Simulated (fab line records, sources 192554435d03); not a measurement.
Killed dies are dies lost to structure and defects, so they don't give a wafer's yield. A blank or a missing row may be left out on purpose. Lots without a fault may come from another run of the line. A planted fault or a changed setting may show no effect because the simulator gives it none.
fab line records | flow n5_finfet
record lots=7 wafers=39
route steps=1938 shown FIN_SAQP@102 DUMMY_GATE@243 SD_EPI_P@321 SD_ACTIVATION@330 HKMG_FIN@403 GATE_CUT@466 MOL_CONTACT_COAG@629
start_h: hours from the record's first day to the start of the lot's first wafer shown | wait_h: hours since the lot's step before | " the same as in the row above | L1.1+2: a row that stands for several wafers | - no value, or no start given | * or withheld: withheld | < > ~ a bound
route shown NAME@n: a module of which the file shows steps, and the number in the route of the first | usual: mean/standard deviation of fault-free wafers | same: alike in all rows | chamber/n: place in a boat | sites: the reading at each site | _std_site: their standard deviation | _edge_site: outer sites' mean less inner sites' | radius_mm: how far each site lies from the wafer's centre | mask NAME#n: copy n | behind: the tool/chamber that last shaped the wafer | hold: why the lot was held/for how many hours/how that ended | device: the transistor (n, p or np) that didn't switch | end of line: the same wafers' tests at the end of the route | a step without rows: its recipe alone | killed: dies lost to structure and defects at the first sort, not the wafer's yield | map: a wafer's dies, x killed, . not, _ none there
set.NAME: the setting as run; set.NAME@STEP: as run at that earlier step | model.NAME: the simulator's own value behind a step, which no gauge read
lots whose settings were changed on purpose; a table a step, a row a wafer
## steps
# step N5_FIN_SAQP_HM_DEP_72
# recipe material=SiO2 target_thk_a=120 temp_c=400 precursor=SiH4/N2O pressure_torr=0.75 rf_w=275 time_s=7.2
# columns lot.wafer tool chamber start_h wait_h set.target_thk_a model.SiO2_of_FIN_SAQP_HM_DEP_72.thk_nm
L074.1 pecvd-01 2 20.87 0.0 120 11.89
L074.2 " 0 " " 120 11.86
L074.3 " 1 " " 120 12.16
L074.4 " 1 " " 120 12.46
L074.5 " 0 " " 120 12.09
L074.6 " 2 " " 120 11.97
L075.2 pecvd-02 1 28.09 0.0 120 12.03
L075.5 " 2 " " 120 12.02
L075.6 " 0 " " 120 11.86
L076.1+6 pecvd-01 2,0 33.38 0.0 120 11.76
L076.2 " 0 " " 120 11.69
L076.3 " 1 " " 120 12.03
L076.4 " 2 " " 120 12.17
L076.5 " 1 " " 120 12.13
L079.1 pecvd-03 2 52.20 0.0 120 11.82
L079.2 " 1 " " 120 11.85
L079.3 " 0 " " 120 11.61
L079.4 " 0 " " 136.5 13.66
L079.5 " 1 " " 136.5 13.64
L079.6 " 2 " " 136.5 13.63
L082.1 pecvd-01 2 69.51 0.0 131.2 12.9
L082.2 " 1 " " 120 11.88
L082.3 " 0 " " 120 11.73
L082.4 " 2 " " 131.2 13.22
L082.5 " 1 " " 131.2 12.98
L082.6 " 0 " " 120 11.96
L083.1 pecvd-03 2 75.86 0.0 110.4 11.08
L083.2 " 1 " " 120 12.01
L083.3 " 0 " " 110.4 10.92
L083.4 " 1 " " 110.4 11.42
L083.5 " 0 " " 120 11.95
L083.6 " 2 " " 120 12.2
L087.1 pecvd-02 2 100.55 0.0 105.5 10.69
L087.2 " 1 " " 105.5 10.67
L087.3+6 " 0,2 " " 120 12.14
L087.4 " 1 " " 120 12.41
L087.5 " 0 " " 105.5 10.73
# step N5_FIN_SAQP_COAT_49
# recipe resist=SOC temp_c=250 time_s=60 spin_rpm=1500 resist_thk_nm=100
# step N5_FIN_SAQP_COAT_50
# recipe resist=SiARC temp_c=220 time_s=60 spin_rpm=1500 resist_thk_nm=35
# step N5_FIN_SAQP_ETCH_52
# recipe chemistry=N2/H2 target=SOC target_depth_a=1000 overetch_a=200 mask_material=SiARC temp_c=40 time_s=150 ion_energy_ev=200 pressure_mtorr=30 source_w=840 bias_w=150 n2_flow_sccm=200 h2_flow_sccm=200 ends=end_point
# step N5_FIN_SAQP_STRIP_53
# recipe chemistry=N2/H2 temp_c=40 n2_flow_sccm=200 h2_flow_sccm=200 rf_frequency_hz=6e+07
# step N5_FIN_SAQP_HM_OPEN_73
# recipe chemistry=CHF3/O2 target=SiO2 stop_on=a-Si target_depth_a=120 over_etch_frac=1.8 mask_material=SOC time_s=16.8 pressure_mtorr=30 source_w=650 bias_w=170 Ar_flow_sccm=200 CHF3_flow_sccm=50 O2_flow_sccm=5 ion_energy_ev=200 ends=end_point
# columns lot.wafer tool chamber start_h wait_h set.target_thk_a@FIN_SAQP_HM_DEP_72 model.etch.depth_nm
L074.1 rie_diel-05 1 21.61 0.0 120 11.89
L074.2 " 2 " " 120 11.86
L074.3 " 3 " " 120 12.16
L074.4 " 2 " " 120 12.46
L074.5 " 1 " " 120 12.09
L074.6 " 3 " " 120 11.97
L075.2 rie_diel-05 2 28.83 0.0 120 12.03
L075.5 " 3 " " 120 12.02
L075.6 " 2 " " 120 11.86
L076.1+6 rie_diel-05 1,3 34.13 0.0 120 11.76
L076.2 " 3 " " 120 11.69
L076.3 " 2 " " 120 12.03
L076.4 " 2 " " 120 12.17
L076.5 " 1 " " 120 12.13
L079.1 rie_diel-05 0 52.94 0.0 120 11.82
L079.2 " 2 " " 120 11.85
L079.3 " 1 " " 120 11.61
L079.4 " 3 " " 136.5 13.66
L079.5 " 0 " " 136.5 13.64
L079.6 " 1 " " 136.5 13.63
L082.1 rie_diel-06 1 70.25 0.0 131.2 12.9
L082.2 " 3 " " 120 11.88
L082.3 " 2 " " 120 11.73
L082.4 " 0 " " 131.2 13.22
L082.5 " 3 " " 131.2 12.98
L082.6 " 0 " " 120 11.96
L083.1 rie_diel-05 1 76.64 0.0 110.4 11.08
L083.2 " 3 " " 120 12.01
L083.3 " 0 " " 110.4 10.92
L083.4 " 2 " " 110.4 11.42
L083.5 " 1 " " 120 11.95
L083.6 " 2 " " 120 12.2
L087.1 rie_diel-06 2 101.16 0.0 105.5 10.69
L087.2 " 1 " " 105.5 10.67
L087.3+6 " 3 " " 120 12.14
L087.4 " 0 " " 120 12.41
L087.5 " 0 " " 105.5 10.73
# step N5_DUMMY_GATE_ETCH_31
# recipe chemistry=C4F6/O2 target=SiO2 mask_material=SOC target_depth_a=825 time_s=27.5 ion_energy_ev=250 pressure_mtorr=30 source_w=345 bias_w=185 Ar_flow_sccm=300 C4F6_flow_sccm=10 O2_flow_sccm=10
# columns lot.wafer tool chamber start_h wait_h set.target_depth_a model.etch.depth_nm model.SOC_of_DUMMY_GATE_COAT_34.thk_nm
L074.1 rie_diel-04 0 47.99 0.0 825 81.85 52
L074.2 " 1 " " 825 83.18 51.6
L074.3 " 2 " " 767.8 76.73 52.4
L074.4 " 3 " " 767.8 77.54 52.4
L074.5 " 3 " " 825 83.69 51.8
L074.6 " 0 " " 767.8 76.02 52.6
L075.2 rie_diel-01 1 52.78 0.0 825 82.43 51.8
L075.5 " 0 " " 825 81.87 51.8
L075.6 " 1 " " 825 82.47 51.6
L076.1 rie_diel-01 1 59.70 0.0 825 83.79 51.8
L076.2 " 2 " " 825 81.86 51.8
L076.3 " 3 " " 825 82.28 52
L076.4 " 0 " " 825 82.32 51.8
L076.5 " 1 " " 825 83.3 51.8
L076.6 " 2 " " 825 81.63 52
L079.1 rie_diel-03 0 76.35 0.0 762.1 76.75 52.4
L079.2 " 2 " " 762.1 76.05 52.8
L079.3 " 1 " " 825 83.29 51.8
L079.4 " 3 " " 825 81.75 51.8
L079.5 " 0 " " 825 82.57 52
L079.6 " 1 " " 762.1 77.28 52.4
L082.1 rie_diel-04 3 94.04 0.1 926.8 93.2 51
L082.2 " 2 " " 926.8 93.28 51
L082.3 " 1 " " 926.8 93.22 51
L082.4 " 2 " " 825 82.87 52
L082.5 " 3 " " 825 83.75 52.2
L082.6 " 1 " " 825 83.13 52
L083.1 rie_diel-04 2 100.30 0.0 853.2 84.59 51.6
L083.2 " 1 " " 853.2 85.91 51.4
L083.3 " 0 " " 853.2 85.71 51.8
L083.4 " 3 " " 825 81.36 51.8
L083.5 " 0 " " 825 82.37 52
L083.6 " 1 " " 825 82.42 51.8
L087.1 rie_diel-01 3 132.11 0.0 888.4 88.57 51.2
L087.2 " 0 " " 888.4 88.5 51.2
L087.3 " 2 " " 888.4 87.57 51.2
L087.4 " 1 " " 825 82.97 51.6
L087.5 " 2 " " 825 81.52 51.8
L087.6 " 1 " " 825 84.02 51.4
# step N5_SD_EPI_P_EPI_21
# recipe material=SiGe:B dopant=B temp_c=550 pressure_torr=20 ambient=H2 time_s=355
# columns lot.wafer tool chamber start_h wait_h set.pressure_torr model.SiGe-B_of_SD_EPI_P_EPI_21.thk_nm
L074.1+2 epi_rpcvd-03 0 55.51 0.1 18.36 59.6
L074.3 " 0 " " 18.36 59.4
L074.4 " 0 " " 18.36 60
L074.5 " 0 " " 18.36 60.2
L074.6 " 0 " " 18.36 59.2
L075.2 epi_rpcvd-04 0 60.87 0.5 20 60.8
L075.5+6 " 0 61.95 1.5 20 61.4
L076.1+4 epi_rpcvd-04 0 67.22 0.1 20 61.2
L076.2 " 0 " " 20 61.8
L076.3 " 0 " " 20 60.6
L076.5+6 " 0 " " 20 61.6
L079.1+2+4 epi_rpcvd-04 0 84.17 0.1 16.79 57.6
L079.3 " 0 " " 16.79 57.4
L079.5 " 0 " " 16.79 56.8
L079.6 " 0 " " 16.79 57
L082.1 epi_rpcvd-04 0 102.08 0.1 17.83 57.4
L082.2+4+6 " 0 " " 17.83 58.4
L082.3 " 0 " " 17.83 58.2
L082.5 " 0 " " 17.83 57.8
L083.1+2 epi_rpcvd-04 0 108.45 0.1 17.21 57.6
L083.3 " 0 " " 17.21 58
L083.4 " 0 " " 17.21 56.8
L083.5+6 " 0 " " 17.21 57.4
L087.1 epi_rpcvd-04 0 140.68 0.2 22.23 63.4
L087.2 " 0 " " 22.23 63.2
L087.3 " 0 " " 22.23 62.8
L087.4 " 0 " " 22.23 62.6
L087.5 " 0 " " 22.23 63
L087.6 " 0 " " 22.23 63.6
# step N5_SD_EPI_P_HM_STRIP_48
# recipe chemistry=H3PO4 temp_c=160 material=SiNx target=SiNx target_depth_a=30 overetch_fraction=0.3
# columns lot.wafer tool chamber start_h wait_h set.pressure_torr@SD_EPI_P_EPI_21 model.SiGe-B_of_SD_EPI_P_EPI_21.thk_nm
L074.1 wet_bench-02 5 57.75 0.0 18.36 59.2
L074.2 " 1 " " 18.36 59.4
L074.3+6 " 0,4 " " 18.36 59
L074.4 " 3 " " 18.36 59.6
L074.5 " 2 " " 18.36 60
L075.2 wet_bench-04 0 62.74 0.0 20 60.6
L075.5 " 3 " " 20 61
L075.6 " 2 " " 20 61.2
L076.1+4 wet_bench-03 0,6 69.47 0.0 20 61
L076.2 " 4 " " 20 61.6
L076.3 " 3 " " 20 60.4
L076.5 " 5 " " 20 61.4
L076.6 " 7 " " 20 61.2
L079.1+3 wet_bench-04 3,5 86.41 0.0 16.79 57.2
L079.2+4 " 2,6 " " 16.79 57.4
L079.5 " 4 " " 16.79 56.6
L079.6 " 7 " " 16.79 56.8
L082.1 wet_bench-02 1 104.31 0.0 17.83 57.2
L082.2+4+6 " 3,4,7 " " 17.83 58.2
L082.3 " 2 " " 17.83 58
L082.5 " 0 " " 17.83 57.4
L083.1+2 wet_bench-04 0,5 110.68 0.0 17.21 57.4
L083.3 " 6 " " 17.21 57.6
L083.4 " 3 " " 17.21 56.6
L083.5+6 " 7,4 " " 17.21 57.2
L087.1+6 wet_bench-03 0,2 143.63 0.0 22.23 63.2
L087.2 " 6 " " 22.23 62.8
L087.3 " 7 " " 22.23 62.4
L087.4 " 5 " " 22.23 62.2
L087.5 " 1 " " 22.23 62.6
# step N5_SD_EPI_P_SRD_49
# recipe dry=ipa_marangoni time_s=30 temp_c=23 rinse_liquid=diw
# step N5_SD_EPI_P_PRECLEAN_24
# recipe chemistry=O3/DIW time_s=45 temp_c=22 o3_ppm=10
# step N5_SD_ACTIVATION_RTA_00
# recipe temp_c=975 time_s=0 ambient=N2 idle_temp_c=600 ramp_up_c_per_s=150 ramp_down_c_per_s=60 cool_to_c=600
# step N5_SD_ACTIVATION_LSA_01
# recipe temp_c=1080 time_s=0.0008 ambient=N2
# step N5_SD_ACTIVATION_RS_MEAS_03
# recipe thk_meas_gauge=four-point-probe
# usual RS_SD_N=21.94/0.28 RS_SD_P=56.3/1.1
# columns lot.wafer tool chamber start_h wait_h set.pressure_torr@SD_EPI_P_EPI_21 RS_SD_N[ohm/sq] RS_SD_P[ohm/sq]
L074.1 film_metro-02 - 58.46 0.2 18.36 21.79 59.8
L074.2 " - " " 18.36 21.86 59.4
L074.3 " - " " 18.36 21.79 59.1
L074.4 " - " " 18.36 21.80 58.8
L074.5 " - " " 18.36 21.73 58.5
L074.6 " - " " 18.36 21.95 59.7
L075.2 film_metro-01 - 63.33 0.2 20 21.69 56.8
L075.5 " - " " 20 21.96 56.6
L075.6 " - " " 20 21.68 56.4
L076.1 film_metro-02 - 70.13 0.2 20 21.81 55.7
L076.2 " - " " 20 22.07 54.7
L076.3 " - " " 20 21.54 56.7
L076.4 " - " " 20 21.81 55.9
L076.5 " - " " 20 21.63 54.9
L076.6 " - " " 20 21.95 55.8
L079.1 film_metro-02 - 86.98 0.2 16.79 22.36 61.3
L079.2 " - " " 16.79 22.36 61.5
L079.3 " - " " 16.79 22.12 61.1
L079.4 " - " " 16.79 22.06 61.4
L079.5 " - " " 16.79 22.61 62.2
L079.6 " - " " 16.79 22.37 62.4
L082.1 film_metro-02 - 104.88 0.2 17.83 21.75 61.7
L082.2 " - " " 17.83 21.71 60.8
L082.3 " - " " 17.83 21.62 60.5
L082.4 " - " " 17.83 21.86 60.1
L082.5 " - " " 17.83 21.61 60.9
L082.6 " - " " 17.83 21.60 60.5
L083.1 film_metro-01 - 111.43 0.2 17.21 22.16 62.9
L083.2 " - " " 17.21 22.15 63.1
L083.3 " - " " 17.21 22.01 62.4
L083.4 " - " " 17.21 22.31 63.7
L083.5 " - " " 17.21 21.81 62.6
L083.6 " - " " 17.21 22.31 63.0
L087.1 film_metro-02 - 156.10 0.2 22.23 22.07 53.8
L087.2 " - " " 22.23 22.19 53.8
L087.3 " - " " 22.23 21.99 54.5
L087.4 " - " " 22.23 22.05 54.4
L087.5 " - " " 22.23 21.71 54.0
L087.6 " - " " 22.23 22.28 53.2
# step N5_HKMG_FIN_ETCH_55
# recipe chemistry=N2/H2 target=SOC target_depth_a=2400 temp_c=40 time_s=300 ion_energy_ev=200 mask_material=SiARC pressure_mtorr=30 source_w=840 bias_w=150 n2_flow_sccm=200 h2_flow_sccm=200
# usual rf_vpp_V=524.0/2.5
# columns lot.wafer tool chamber start_h wait_h set.bias_w rf_vpp_V model.SiARC_of_HKMG_FIN_COAT_42.thk_nm
L074.1 rie_diel-06 1 71.36 0.0 150 522.7 21.2
L074.2 " 2 " " 128.8 472.1 23.8
L074.3 " 0 " " 128.8 479.2 23
L074.4 " 3 " " 150 524.7 21.6
L074.5 " 1 " " 128.8 474.0 23.8
L074.6 " 0 " " 150 527.7 20.4
L075.2 rie_diel-02 1 76.22 0.0 150 525.3 21
L075.5 " 2 " " 150 527.8 21
L075.6 " 1 " " 150 528.0 21
L076.1 rie_diel-05 1 82.73 0.0 150 522.6 21.4
L076.2 " 3 " " 150 522.9 21.6
L076.3 " 2 " " 150 523.5 21.4
L076.4 " 0 " " 150 521.0 22
L076.5 " 3 " " 150 523.5 21.4
L076.6 " 2 " " 150 523.5 21.6
L079.1 rie_diel-05 0 100.76 0.0 150 520.4 21.8
L079.2 " 2 " " 150 525.3 21.6
L079.3 " 1 " " 150 522.9 21.6
L079.4 " 3 " " 150 523.3 21.4
L079.5 " 3 " " 150 523.2 21.4
L079.6 " 2 " " 150 524.5 21.6
L082.1 rie_diel-05 1 118.85 0.0 150 522.1 21.6
L082.2 " 2 " " 159.2 545.3 20.4
L082.3 " 0 " " 159.2 540.7 21
L082.4 " 3 " " 159.2 542.5 20.4
L082.5 " 0 " " 150 521.2 22
L082.6 " 3 " " 150 523.9 21.4
L083.1 rie_diel-02 1 124.66 0.0 165.7 560.1 19
L083.2 " 3 " " 150 523.6 21.2
L083.3 " 2 " " 150 527.3 21
L083.4 " 1 " " 165.7 560.0 19
L083.5 " 2 " " 150 528.5 21
L083.6 " 3 " " 165.7 558.6 19.4
L087.1 rie_diel-05 2 170.64 0.0 150 525.1 21.4
L087.2 " 1 " " 167.3 560.1 19.6
L087.3 " 0 " " 167.3 558.9 20.2
L087.4 " 3 " " 150 524.8 21.4
L087.5 " 1 " " 167.3 559.5 19.4
L087.6 " 0 " " 150 520.1 22
# step N5_GATE_CUT_ETCH_56
# recipe chemistry=Cl2/Ar target=TiN target_depth_a=216 pressure_mtorr=10 icp_w=600 bias_w=60 Cl2_flow_sccm=40 Ar_flow_sccm=60
# columns lot.wafer tool chamber start_h wait_h set.target_depth_a model.etch.depth_nm
L074.1 rie_metal-03 1 79.56 0.1 216 21.75
L074.2 " 0 " " 216 21.14
L074.3 " 0 " " 216 21.19
L074.4 " 1 " " 216 21.46
L074.5 " 1 " " 216 21.7
L074.6 " 0 " " 216 21.05
L075.2 rie_metal-01 0 84.05 0.1 216 20.87
L075.5 " 1 " " 216 21.7
L075.6 " 0 " " 216 20.77
L076.1 rie_metal-01 0 90.60 0.1 196.5 18.89
L076.2 " 1 " " 196.5 19.92
L076.3 " 1 " " 216 21.72
L076.4 " 0 " " 216 20.7
L076.5 " 1 " " 216 21.78
L076.6 " 0 " " 196.5 19.2
L079.1 rie_metal-02 0 108.84 0.2 216 22.45
L079.2 " 0 " " 216 22.46
L079.3 " 0 " " 229.5 23.87
L079.4 " 0 " " 229.5 23.83
L079.5 " 0 " " 216 22.41
L079.6 " 0 " " 229.5 23.77
L082.1 rie_metal-03 1 126.81 0.1 202.6 20.31
L082.2 " 0 " " 216 21.23
L082.3 " 0 " " 202.6 19.95
L082.4 " 1 " " 216 21.84
L082.5 " 0 " " 216 21.25
L082.6 " 1 " " 202.6 20.51
L083.1 rie_metal-02 0 132.55 0.1 216 22.12
L083.2 " 1 " " 216 22.33
L083.3 " 1 " " 216 22.4
L083.4 " 0 " " 216 22.08
L083.5 " 0 " " 216 22.1
L083.6 " 1 " " 216 22.35
L087.1 rie_metal-03 0 178.70 0.1 216 21.34
L087.2 " 1 " " 216 21.97
L087.3 " 1 " " 216 21.89
L087.4 " 0 " " 216 21.27
L087.5 " 1 " " 216 22.07
L087.6 " 0 " " 216 21.55
# step N5_MOL_CONTACT_COAG_ANNEAL_112
# recipe temp_c=400 time_s=1800 ambient=HPD2 pressure_atm=10
# usual wafer_temp_C_max=401.5/0.32
# columns lot.wafer tool chamber start_h wait_h set.temp_c wafer_temp_C_max
L075.2 hp_anneal-01 0 104.55 0.0 400 402.2
L075.5 " 0 " " 400 401.4
L075.6 " 0 " " 400 402.0
L074.1 hp_anneal-01 0 107.55 2.8 392.4 393.8
L074.2 " 0 " " 392.4 393.8
L074.3 " 0 " " 392.4 394.5
L074.4 " 0 " " 392.4 393.8
L074.5 " 0 " " 392.4 394.2
L074.6 " 0 " " 392.4 393.9
L076.1 hp_anneal-01 0 112.78 0.0 392.8 394.2
L076.2 " 0 " " 392.8 394.9
L076.3 " 0 " " 392.8 394.8
L076.4 " 0 " " 392.8 394.1
L076.5 " 0 " " 392.8 394.5
L076.6 " 0 " " 392.8 394.5
L079.1 hp_anneal-01 0 131.48 2.7 411.3 412.8
L079.2 " 0 " " 411.3 413.0
L079.3 " 0 " " 411.3 412.5
L079.4 " 0 " " 411.3 413.6
L079.5 " 0 " " 411.3 412.5
L079.6 " 0 " " 411.3 412.5
L082.1 hp_anneal-01 0 148.62 0.0 408.4 409.7
L082.2 " 0 " " 408.4 409.7
L082.3 " 0 " " 408.4 409.8
L082.4 " 0 " " 408.4 410.1
L082.5 " 0 " " 408.4 409.5
L082.6 " 0 " " 408.4 410.2
L083.1 hp_anneal-01 0 153.16 0.0 387.6 389.0
L083.2 " 0 " " 387.6 389.2
L083.3 " 0 " " 387.6 389.6
L083.4 " 0 " " 387.6 389.1
L083.5 " 0 " " 387.6 389.3
L083.6 " 0 " " 387.6 389.1
L087.1 hp_anneal-01 0 205.04 0.0 400 401.4
L087.2 " 0 " " 400 401.7
L087.3 " 0 " " 400 401.1
L087.4 " 0 " " 400 401.4
L087.5 " 0 " " 400 401.4
L087.6 " 0 " " 400 402.0
## key
split step=N5_FIN_SAQP_HM_DEP_72 setting=target_thk_a stated=120 by=wafer
response step=N5_FIN_SAQP_HM_DEP_72 reading=model.SiO2_of_FIN_SAQP_HM_DEP_72.thk_nm change=+0.129 per=1% r=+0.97
response step=N5_FIN_SAQP_HM_OPEN_73 reading=model.etch.depth_nm change=+0.129 per=1% r=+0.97
split step=N5_DUMMY_GATE_ETCH_31 setting=target_depth_a stated=825 by=wafer
response step=N5_DUMMY_GATE_ETCH_31 reading=model.etch.depth_nm change=+0.799 per=1% r=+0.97
response step=N5_DUMMY_GATE_ETCH_31 reading=model.SOC_of_DUMMY_GATE_COAT_34.thk_nm change=-0.0816 per=1% r=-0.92
split step=N5_SD_EPI_P_EPI_21 setting=pressure_torr stated=20 by=lot
response step=N5_SD_EPI_P_EPI_21 reading=model.SiGe-B_of_SD_EPI_P_EPI_21.thk_nm change=+0.226 per=1% r=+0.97
response step=N5_SD_EPI_P_HM_STRIP_48 reading=model.SiGe-B_of_SD_EPI_P_EPI_21.thk_nm change=+0.222 per=1% r=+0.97
response step=N5_SD_ACTIVATION_RS_MEAS_03 reading=RS_SD_P change=-0.334 per=1% r=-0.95
split step=N5_HKMG_FIN_ETCH_55 setting=bias_w stated=150 by=wafer
response step=N5_HKMG_FIN_ETCH_55 reading=rf_vpp_V change=+3.32 per=1% r=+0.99
response step=N5_HKMG_FIN_ETCH_55 reading=model.SiARC_of_HKMG_FIN_COAT_42.thk_nm change=-0.173 per=1% r=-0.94
split step=N5_GATE_CUT_ETCH_56 setting=target_depth_a stated=216 by=wafer
response step=N5_GATE_CUT_ETCH_56 reading=model.etch.depth_nm change=+0.218 per=1% r=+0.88
split step=N5_MOL_CONTACT_COAG_ANNEAL_112 setting=temp_c stated=400 by=lot
response step=N5_MOL_CONTACT_COAG_ANNEAL_112 reading=wafer_temp_C_max change=* per=1% r=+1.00
